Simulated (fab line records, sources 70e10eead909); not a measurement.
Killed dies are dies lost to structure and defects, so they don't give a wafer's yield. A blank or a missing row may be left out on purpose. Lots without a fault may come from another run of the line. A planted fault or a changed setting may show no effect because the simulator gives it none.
Chamber matching | flow nand_harc | NHARC_P_M1_PRE_CLEAN_32 on pecvd-02: 3 sister chambers
The step time 12 s. 3 wafers are shown with their chamber, then 12 later ones without.

WAFERS WITH THEIR CHAMBER
wafer  | chamber | heater_power_w (W)
L087.3 | 2       | 613
L090.5 | 0       | 603
L090.6 | 1       | 606

WAFERS WITHOUT THEIR CHAMBER
wafer  | heater_power_w (W)
L093.1 | 607
L093.2 | 588
L093.4 | 601
L092.2 | 537
L092.3 | 616
L092.5 | 539
L095.3 | 563
L095.5 | 524
L095.6 | 588
L097.3 | 497
L097.5 | 547
L097.6 | 491

WHICH CHAMBER EACH WENT THROUGH
wafer  | from the rows above          | in truth
L093.1 | can't be placed: 1 or 0 or 2 | 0
L093.2 | can't be placed: 0 or 1 or 2 | 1
L093.4 | can't be placed: 0 or 1 or 2 | 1
L092.2 | can't be placed: 0 or 1 or 2 | 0
L092.3 | can't be placed: 2 or 1 or 0 | 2
L092.5 | can't be placed: 0 or 1 or 2 | 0
L095.3 | can't be placed: 0 or 1 or 2 | 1
L095.5 | can't be placed: 0 or 1 or 2 | 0
L095.6 | can't be placed: 0 or 1 or 2 | 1
L097.3 | can't be placed: 0 or 1 or 2 | 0
L097.5 | can't be placed: 0 or 1 or 2 | 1
L097.6 | can't be placed: 0 or 1 or 2 | 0
Placed correctly: 0 of 12. Can't be placed from these rows: 12 (the true chamber is among the candidates in 12). Placed wrongly: 0.
How it was worked out, from the rows above alone: a wafer's distance from a chamber is the root of the sum, over the readings, of the square of ((its reading less the chamber's mean) divided by the reading's scatter). The wafer belongs to the nearest chamber; if the next one is less than 2 further off, it can't be placed. A chamber's mean is the mean of its shown wafers. The scatter: with one shown wafer a chamber, the root of the mean of the squares of how far each hidden wafer lies from its nearest shown one.
